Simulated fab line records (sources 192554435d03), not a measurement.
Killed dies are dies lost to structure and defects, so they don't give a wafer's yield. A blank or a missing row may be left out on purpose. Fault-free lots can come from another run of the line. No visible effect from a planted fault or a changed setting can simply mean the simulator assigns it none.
Chamber matching ; flow n5_finfet ; N5_BEOL_M1_ETCHBACK_99 on rie_diel-05: 4 sister chambers
The step etches SiO2 in CHF3, target depth 5 nm, time 10.4 s. 16 wafers are shown with their chamber, then 8 later ones without.

== WAFERS, EACH WITH ITS CHAMBER ==
wafer;chamber;drypump_motor_current_A (A);showerhead_plenum_p_Torr (Torr);throttle_valve_pct (%)
L075.1;0;5.3;2.11;16.82
L075.2;3;5.1;2.14;17.43
L075.6;0;5.3;2.11;16.83
L074.2;3;5.1;2.14;17.43
L074.3;1;5.6;2.21;17.00
L074.5;2;6.2;2.18;16.69
L076.1;2;6.2;2.18;16.68
L076.3;3;5.1;2.14;17.44
L076.6;2;6.2;2.18;16.67
L078.1;3;5.1;2.14;17.44
L078.3;1;5.6;2.21;16.98
L078.5;2;6.2;2.18;16.69
L086.1;1;5.6;2.20;17.01
L086.2;3;5.1;2.14;17.45
L086.4;0;5.2;2.11;16.85
L087.1;1;5.6;2.20;17.01

SIGNATURES (means of the wafers above)
reading;chamber 0;chamber 1;chamber 2;chamber 3;scatter within a chamber
drypump_motor_current_A;5.267;5.600;6.200;5.100;0.0236
showerhead_plenum_p_Torr;2.1100;2.2050;2.1800;2.1400;0.00289
throttle_valve_pct;16.8333;17.0000;16.6825;17.4380;0.0116
Rule: distance of a wafer from a chamber = root of the sum over the readings of ((wafer's reading minus chamber's mean) / reading's scatter) squared. The wafer belongs to the nearest chamber; if the next one is less than 2 further off, it can't be placed. The scatter is the square root of a quotient: the sum, over the shown wafers, of each reading's squared deviation from its chamber's mean, divided by wafers minus chambers.

== WAFERS WHOSE CHAMBER IS MISSING ==
wafer;drypump_motor_current_A (A);showerhead_plenum_p_Torr (Torr);throttle_valve_pct (%)
L087.5;6.2;2.17;16.72
L087.6;5.3;2.11;16.87
L090.4;5.6;2.20;17.02
L090.5;5.2;2.11;16.87
L090.6;5.6;2.20;17.01
L091.1;5.6;2.20;17.03
L091.2;6.2;2.17;16.73
L091.4;5.2;2.11;16.85

== WHICH CHAMBER EACH ONE RAN IN ==
wafer;from the rows above;in truth
L087.5;2;2
L087.6;0;0
L090.4;1;1
L090.5;0;0
L090.6;1;1
L091.1;1;1
L091.2;2;2
L091.4;0;0
Correctly placed: 8 of 8. Not placeable from these rows: 0. Number placed wrongly: 0.
